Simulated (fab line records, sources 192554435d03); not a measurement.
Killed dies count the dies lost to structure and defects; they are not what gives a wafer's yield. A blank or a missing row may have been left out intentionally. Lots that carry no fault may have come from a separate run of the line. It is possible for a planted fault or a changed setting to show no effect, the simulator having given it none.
One fault through the eyes of 2 desks || flow n5 finfet || what lay behind the numbers comes last; until then each desk has only its own

FROM THE METROLOGY DESK
What the gauges read for every lot (on any tool): the sampled wafers with a number, averaged. A lot is out of limits, marked OUT, if its mean lies more than 4 standard deviations from the usual mean; the brackets give that distance. Only the readings that lie furthest out on some lot appear, 7 of the 12 it has.
Columns: A = DIBL_N at N5_BEOL_M4_RC_MEAS_101, usual 36.4 mV/V; B = DIBL_P at N5_BEOL_M4_RC_MEAS_101, usual 36.1 mV/V; C = IOFF_N at N5_BEOL_M4_RC_MEAS_101, usual 0.156 nA/um; D = IOFF_P at N5_BEOL_M4_RC_MEAS_101, usual 0.21 nA/um; E = SS_N at N5_BEOL_M4_RC_MEAS_101, usual 71.5 mV/dec; F = VT_N at N5_BEOL_M4_RC_MEAS_101, usual 250.0 mV; G = VT_P at N5_BEOL_M4_RC_MEAS_101, usual -250 mV
{"lot": "L224", "first seen here": "day 6 13:54", "A": 37.6, "B": 38.4, "C": 0.185, "D": 0.23, "E": 72.2, "F": 246.2, "G": -250}
{"lot": "L227", "first seen here": "day 7 05:46", "A": 35.4, "B": 35.1, "C": 0.137, "D": 0.21, "E": 71.6, "F": 251.8, "G": -248}
{"lot": "L228", "first seen here": "day 7 06:25", "A": 37.3, "B": 36.2, "C": 0.187, "D": 0.28, "E": 71.7, "F": 248.5, "G": -243}
{"lot": "L229", "first seen here": "day 7 11:02", "A": 35.4, "B": 35.1, "C": 0.155, "D": 0.22, "E": 71.2, "F": 249.5, "G": -247}
{"lot": "L234", "first seen here": "day 8 22:47", "A": 35.1, "B": 33.3, "C": 0.133, "D": 0.19, "E": 71.4, "F": 253.9, "G": -251}
{"lot": "L233", "first seen here": "day 8 23:08", "A": 39.3, "B": 39.2, "C": 0.201, "D": 0.27, "E": 72.3, "F": 245.3, "G": -246}
{"lot": "L235", "first seen here": "day 9 00:10", "A": 37.1, "B": 36.0, "C": 0.145, "D": 0.17, "E": 71.8, "F": 250.7, "G": -259}
{"lot": "L236", "first seen here": "day 9 11:43", "A": 35.7, "B": 34.4, "C": 0.144, "D": 0.18, "E": 71.6, "F": 251.7, "G": -254}
{"lot": "L237", "first seen here": "day 9 18:41", "A": 36.3, "B": 35.2, "C": 0.147, "D": 0.18, "E": 71.2, "F": 252.0, "G": -254}
{"lot": "L242", "first seen here": "day 11 04:25", "A": 34.3, "B": 34.3, "C": 0.128, "D": 0.19, "E": 70.8, "F": 251.3, "G": -250}
This desk's verdict: no lot among the 10 shows anything out of limits.

TOOL OWNER'S DESK, litho track-04
The tool's own readings at N5_BEOL_M1_COAT_73 (time 60 s, resist thk 5 nm): means of the sampled wafers that have a number, for each lot that ran on this tool. A lot is out of limits, marked OUT, if its mean lies more than 4 standard deviations from the usual mean; the brackets give that distance.
Columns: A = exhaust pa at N5_BEOL_M1_COAT_73, usual 45.2 Pa; B = heater power total W at N5_BEOL_M1_COAT_73, usual 391.9 W; C = plate temp C at N5_BEOL_M1_COAT_73, usual 204.99 C
{"lot": "L227", "first seen here": "day 7 06:40", "A": 44.9, "B": 392.5, "C": 204.78}
{"lot": "L228", "first seen here": "day 7 07:17", "A": 44.1, "B": 391.9, "C": 205.18}
{"lot": "L229", "first seen here": "day 7 15:59", "A": 44.2, "B": 391.8, "C": 205.08}
{"lot": "L234", "first seen here": "day 8 23:23", "A": 44.4, "B": 392.0, "C": 205.02}
{"lot": "L235", "first seen here": "day 9 00:39", "A": 45.7, "B": 391.3, "C": 205.02}
{"lot": "L237", "first seen here": "day 9 20:14", "A": 46.5, "B": "401.5 (+6.9) OUT", "C": "208.77 (+21) OUT"}
{"lot": "L242", "first seen here": "day 11 04:46", "A": 45.8, "B": "401.1 (+6.6) OUT", "C": "208.85 (+21) OUT"}
This desk finds L237, L242 out of limits, L237 being first, at day 9 20:14 (heater power total W at N5_BEOL_M1_COAT_73). Within limits: L227, L228, L229, L234, L235.

BROUGHT TOGETHER
On L237, L242, at day 9 20:14, an alarm was possible from the tool owner's desk.
From the metrology desk's view, nothing was out of limits.
The metrology desk has L237, L242 on record, within its limits.
The lots listed all ran N5_BEOL_M1_COAT_73 on litho track-04.

WHAT THE SIMULATOR PUT IN
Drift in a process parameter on litho track-04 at N5_BEOL_M1_COAT_73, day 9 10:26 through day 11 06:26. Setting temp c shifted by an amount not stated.
Struck lots among those shown: L237, L242.
Each desk's first reading out of limits, in hours after the fault started: the tool owner's desk, 10.
